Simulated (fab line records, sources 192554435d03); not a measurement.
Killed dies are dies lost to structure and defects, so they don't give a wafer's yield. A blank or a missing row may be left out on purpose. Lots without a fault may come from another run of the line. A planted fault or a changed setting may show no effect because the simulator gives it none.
Chamber matching | flow n5_finfet | N5_BEOL_M4_VIA_ETCH_34 on rie_diel-01: 4 sister chambers
The step etches the open film in C4F6/O2, target depth 69.4 nm, time 65.9 s. 4 wafers are shown with their chamber, then 12 later ones without.

WAFERS WITH THEIR CHAMBER
wafer  | chamber | drypump_motor_current_A (A)
L088.1 | 3       | 4.9
L088.4 | 0       | 5.5
L088.5 | 1       | 5.2
L088.6 | 2       | 5.9

WAFERS WITHOUT THEIR CHAMBER
wafer  | drypump_motor_current_A (A)
L093.2 | 5.0
L093.3 | 5.5
L093.5 | 5.2
L096.1 | 5.0
L096.5 | 5.4
L096.6 | 4.9
L097.1 | 5.0
L097.2 | 6.0
L097.3 | 5.2
L097.4 | 5.4
L097.5 | 5.4
L097.6 | 4.9

WHICH CHAMBER EACH WENT THROUGH
wafer  | from the rows above     | in truth
L093.2 | can't be placed: 3 or 1 | 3
L093.3 | 0                       | 0
L093.5 | 1                       | 1
L096.1 | can't be placed: 3 or 1 | 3
L096.5 | can't be placed: 0 or 1 | 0
L096.6 | 3                       | 3
L097.1 | can't be placed: 3 or 1 | 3
L097.2 | 2                       | 2
L097.3 | 1                       | 1
L097.4 | can't be placed: 0 or 1 | 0
L097.5 | can't be placed: 0 or 1 | 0
L097.6 | 3                       | 3
Placed correctly: 6 of 12. Can't be placed from these rows: 6 (the true chamber is among the candidates in 6). Placed wrongly: 0.
How it was worked out, from the rows above alone: a wafer's distance from a chamber is the root of the sum, over the readings, of the square of ((its reading less the chamber's mean) divided by the reading's scatter). The wafer belongs to the nearest chamber; if the next one is less than 2 further off, it can't be placed. A chamber's mean is the mean of its shown wafers. The scatter: with one shown wafer a chamber, the root of the mean of the squares of how far each hidden wafer lies from its nearest shown one.
